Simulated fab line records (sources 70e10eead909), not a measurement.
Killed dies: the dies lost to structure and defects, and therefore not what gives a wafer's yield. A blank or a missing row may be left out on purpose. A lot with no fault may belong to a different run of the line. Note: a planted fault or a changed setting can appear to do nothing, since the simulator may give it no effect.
Chamber matching | flow nandHarc | 4 sister chambers for NHARC_P_GATE_DESCUM_13 on rieDiel-11
The step chemistry O2, time 3 s. 8 wafers are shown with their chamber, then 9 later ones without.

WAFERS, EACH WITH ITS CHAMBER
wafer  | chamber | showerheadPlenumPTorr (Torr) | drypumpMotorCurrentA (A)
L080.1 | 0       | 1.99                         | 5.9
L085.3 | 1       | 2.00                         | 6.2
L087.2 | 3       | 1.89                         | 5.9
L087.4 | 2       | 2.04                         | 5.7
L087.6 | 1       | 2.00                         | 6.2
L089.2 | 3       | 1.89                         | 5.9
L089.3 | 0       | 1.99                         | 5.9
L089.5 | 2       | 2.03                         | 5.8

WAFERS WHOSE CHAMBER IS MISSING
wafer  | showerheadPlenumPTorr (Torr) | drypumpMotorCurrentA (A)
L092.4 | 1.89                         | 5.9
L092.5 | 1.99                         | 5.9
L092.6 | 2.00                         | 6.2
L094.1 | 2.03                         | 5.7
L094.3 | 1.89                         | 5.9
L094.4 | 2.00                         | 6.2
L095.1 | 1.99                         | 6.0
L095.2 | 1.89                         | 5.9
L095.6 | 2.03                         | 5.8

THE CHAMBER EACH PASSED THROUGH
wafer  | from the rows above | in truth
L092.4 | 3                   | 3
L092.5 | 0                   | 0
L092.6 | 1                   | 1
L094.1 | 2                   | 2
L094.3 | 3                   | 3
L094.4 | 1                   | 1
L095.1 | 0                   | 0
L095.2 | 3                   | 3
L095.6 | 2                   | 2
9 of 9 placed correctly. Can't be placed from these rows: 0. Placed wrongly: 0.
How it was worked out, from the rows above alone: a wafer's distance from a chamber is the root of the sum, over the readings, of the square of ((its reading less the chamber's mean) divided by the reading's scatter). The wafer belongs to the nearest chamber; if the next one is less than 2 further off, it can't be placed. Each chamber's mean is taken over the wafers shown for it. The scatter is the square root of a quotient: the sum, over the shown wafers, of each reading's squared deviation from its chamber's mean, divided by wafers minus chambers.
